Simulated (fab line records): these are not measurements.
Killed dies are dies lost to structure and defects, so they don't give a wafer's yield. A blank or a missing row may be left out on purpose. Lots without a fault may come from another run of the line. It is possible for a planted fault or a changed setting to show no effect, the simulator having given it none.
Which tool was responsible? :: flow nandHarc :: 36 wafers from 12 lots sampled at 3 of the route's 1302 steps

## WHAT THE GAUGES SHOWED, per wafer
NHARC_P_M0_CD_MEAS_09: target cd 90 nm.
lot: L075
measured: day 6 12:27
on: cdSem-02
cdNm (nm): 90.9 90.0 89.9

lot: L077
measured: day 7 07:29
on: cdSem-03
cdNm (nm): 90.2 89.9 90.5

lot: L079
measured: day 8 07:55
on: cdSem-01
cdNm (nm): 89.7 90.1 88.7

lot: L081
measured: day 8 20:53
on: cdSem-03
cdNm (nm): 91.7 90.8 90.8

lot: L083
measured: day 9 22:19
on: cdSem-01
cdNm (nm): 88.6 90.2 89.9

lot: L085
measured: day 10 14:55
on: cdSem-03
cdNm (nm): 90.6 90.2 90.8

lot: L087
measured: day 11 09:28
on: cdSem-01
cdNm (nm): 90.6 90.0 89.6

lot: L089
measured: day 12 05:25
on: cdSem-02
cdNm (nm): 90.4 90.0 90.2

lot: L091
measured: day 13 02:54
on: cdSem-02
cdNm (nm): 90.2 90.2 90.2

lot: L093
measured: day 13 19:20
on: cdSem-03
cdNm (nm): 90.3 90.3 90.2

lot: L095
measured: day 14 14:34
on: cdSem-01
cdNm (nm): 90.0 89.9 90.1

lot: L097
measured: day 15 19:34
on: cdSem-03
cdNm (nm): 90.2 90.8 91.1

## WHAT TOOL EACH LOT RAN ON (gives the tool, then ch and the chambers of the sampled wafers, and finally the start)
lot: L075
NHARC_P_GATE_RTA_64: rtpAnneal-01 ch 0, day 6 05:30
NHARC_P_CONTACT_ETCH_36: rieDiel-10 ch 2,3, day 6 12:27 or earlier

lot: L077
NHARC_P_GATE_RTA_64: rtpAnneal-02 ch 0, day 7 00:26
NHARC_P_CONTACT_ETCH_36: rieDiel-05 ch 2,3, day 7 07:29 or earlier

lot: L079
NHARC_P_GATE_RTA_64: rtpAnneal-02 ch 0, day 8 00:36
NHARC_P_CONTACT_ETCH_36: rieDiel-10 ch 1,2,3, day 8 07:55 or earlier

lot: L081
NHARC_P_GATE_RTA_64: rtpAnneal-02 ch 0, day 8 13:57
NHARC_P_CONTACT_ETCH_36: rieDiel-05 ch 0,1,3, day 8 20:53 or earlier

lot: L083
NHARC_P_GATE_RTA_64: rtpAnneal-02 ch 0, day 9 14:38
NHARC_P_CONTACT_ETCH_36: rieDiel-05 ch 1,2,3, day 9 22:19 or earlier

lot: L085
NHARC_P_GATE_RTA_64: rtpAnneal-02 ch 0, day 10 08:03
NHARC_P_CONTACT_ETCH_36: rieDiel-10 ch 0,1,2, day 10 14:55 or earlier

lot: L087
NHARC_P_GATE_RTA_64: rtpAnneal-02 ch 0, day 11 02:20
NHARC_P_CONTACT_ETCH_36: rieDiel-05 ch 1,2,3, day 11 09:28 or earlier

lot: L089
NHARC_P_GATE_RTA_64: rtpAnneal-02 ch 0, day 11 22:31
NHARC_P_CONTACT_ETCH_36: rieDiel-05 ch 1,2,3, day 12 05:25 or earlier

lot: L091
NHARC_P_GATE_RTA_64: rtpAnneal-01 ch 0, day 12 19:27
NHARC_P_CONTACT_ETCH_36: rieDiel-01 ch 0,2,3, day 13 02:54 or earlier

lot: L093
NHARC_P_GATE_RTA_64: rtpAnneal-01 ch 0, day 13 12:32
NHARC_P_CONTACT_ETCH_36: rieDiel-10 ch 0,3, day 13 19:20 or earlier

lot: L095
NHARC_P_GATE_RTA_64: rtpAnneal-02 ch 0, day 14 07:23
NHARC_P_CONTACT_ETCH_36: rieDiel-10 ch 0,2,3, day 14 14:34 or earlier

lot: L097
NHARC_P_GATE_RTA_64: rtpAnneal-01 ch 0, day 15 12:34
NHARC_P_CONTACT_ETCH_36: rieDiel-10 ch 2,3, day 15 19:34 or earlier
- NHARC_P_GATE_RTA_64: time 1 s.
- NHARC_P_CONTACT_ETCH_36: etches the open film in N2/H2, target depth 260 nm, time 406.25 s.

## THE ANSWER, worked out from the rows above alone
Rule: the usual values come from the lots themselves. Put in order of their means at a reading, lots are off if they are a third of the lots or fewer, leave a main group of 4 or more, and stand apart from it by a gap of 3 or more times the standard deviation of the main group's means; of several such gaps the widest counts. If all means in a main group match to the digits the tables above print for the reading, that group is not used. A lot without any number at a reading at which 4 lots or more have one is off too. Where the step has rows for the other lots, those lots are counted as sound.
Nothing can be told from this: no lot is off at any reading shown.

## WHAT THE SIMULATOR HAD PUT IN
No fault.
